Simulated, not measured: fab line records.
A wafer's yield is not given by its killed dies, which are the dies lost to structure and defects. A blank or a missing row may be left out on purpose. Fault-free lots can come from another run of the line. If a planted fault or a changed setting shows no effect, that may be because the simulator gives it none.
Chamber matching -- flow nand-harc -- rie-diel-10 running NHARC_P_ZERO_WELL_DESCUM_54: 4 sister chambers
The step chemistry O2, time 3 s. 4 wafers are shown with their chamber, then 8 later ones without.

## WAFERS PAIRED WITH THEIR CHAMBERS
wafer,chamber,drypump-motor-current-A (A)
L085.6,2,6.0
L086.3,3,5.4
L086.4,1,5.6
L091.3,0,6.1

## WAFERS WITHOUT THEIR CHAMBER
wafer,drypump-motor-current-A (A)
L091.4,5.6
L091.5,5.4
L092.2,6.0
L092.3,5.5
L092.5,6.0
L096.3,5.7
L096.5,6.0
L096.6,5.7

## WHICH CHAMBER EACH WENT THROUGH
wafer,from the rows above,in truth
L091.4,1,1
L091.5,3,3
L092.2,can't be placed: 2 or 0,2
L092.3,can't be placed: 1 or 3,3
L092.5,can't be placed: 2 or 0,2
L096.3,1,1
L096.5,can't be placed: 2 or 0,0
L096.6,1,1
Correct placement for 4 of the 8. Unplaceable from these rows: 4, with the true chamber sitting among the candidates in 4. 0 placed wrongly.
How it was worked out, from the rows above alone: a wafer's distance from a chamber is the root of the sum, over the readings, of the square of ((its reading less the chamber's mean) divided by the reading's scatter). If the next closest chamber is less than 2 further off than the closest, the wafer can't be placed; otherwise it belongs to the closest. The mean given for a chamber averages the wafers shown for that chamber. The scatter: root of mean squared gap, hidden wafer to nearest shown wafer, with one shown wafer a chamber.
